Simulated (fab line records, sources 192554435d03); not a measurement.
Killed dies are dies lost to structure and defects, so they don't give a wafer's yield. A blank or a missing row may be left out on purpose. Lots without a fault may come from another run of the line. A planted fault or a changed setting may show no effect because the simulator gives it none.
Chamber matching | flow n5_finfet | N5_SDB_HM_OPEN_20 on rie_diel-02: 4 sister chambers
The step chemistry CH3F/O2, target SiNx, stops on poly-Si, target depth 24 nm. 8 wafers are shown with their chamber, then 10 later ones without.

WAFERS WITH THEIR CHAMBER
wafer  | chamber | rf_vpp_V (V) | showerhead_plenum_p_Torr (Torr)
L077.4 | 1       | 306          | 1.92
L081.6 | 1       | 307          | 1.92
L090.6 | 0       | 283          | 1.99
L091.1 | 2       | 307          | 2.03
L091.2 | 3       | 292          | 1.96
L091.4 | 0       | 282          | 1.99
L093.1 | 2       | 308          | 2.03
L093.3 | 3       | 293          | 1.95

WAFERS WITHOUT THEIR CHAMBER
wafer  | rf_vpp_V (V) | showerhead_plenum_p_Torr (Torr)
L093.4 | 281          | 1.98
L094.3 | 282          | 1.98
L094.4 | 306          | 1.91
L094.6 | 294          | 1.95
L095.2 | 306          | 1.91
L095.5 | 282          | 1.98
L095.6 | 293          | 1.95
L097.2 | 292          | 1.95
L097.3 | 282          | 1.98
L097.5 | 282          | 1.98

WHICH CHAMBER EACH WENT THROUGH
wafer  | from the rows above | in truth
L093.4 | 0                   | 0
L094.3 | 0                   | 0
L094.4 | 1                   | 1
L094.6 | 3                   | 3
L095.2 | 1                   | 1
L095.5 | 0                   | 0
L095.6 | 3                   | 3
L097.2 | 3                   | 3
L097.3 | 0                   | 0
L097.5 | 0                   | 0
Placed correctly: 10 of 10. Can't be placed from these rows: 0. Placed wrongly: 0.
How it was worked out, from the rows above alone: a wafer's distance from a chamber is the root of the sum, over the readings, of the square of ((its reading less the chamber's mean) divided by the reading's scatter). The wafer belongs to the nearest chamber; if the next one is less than 2 further off, it can't be placed. A chamber's mean is the mean of its shown wafers. The scatter: the root of (the sum of the squares of (reading less its chamber's mean) over the shown wafers, divided by (wafers less chambers)).
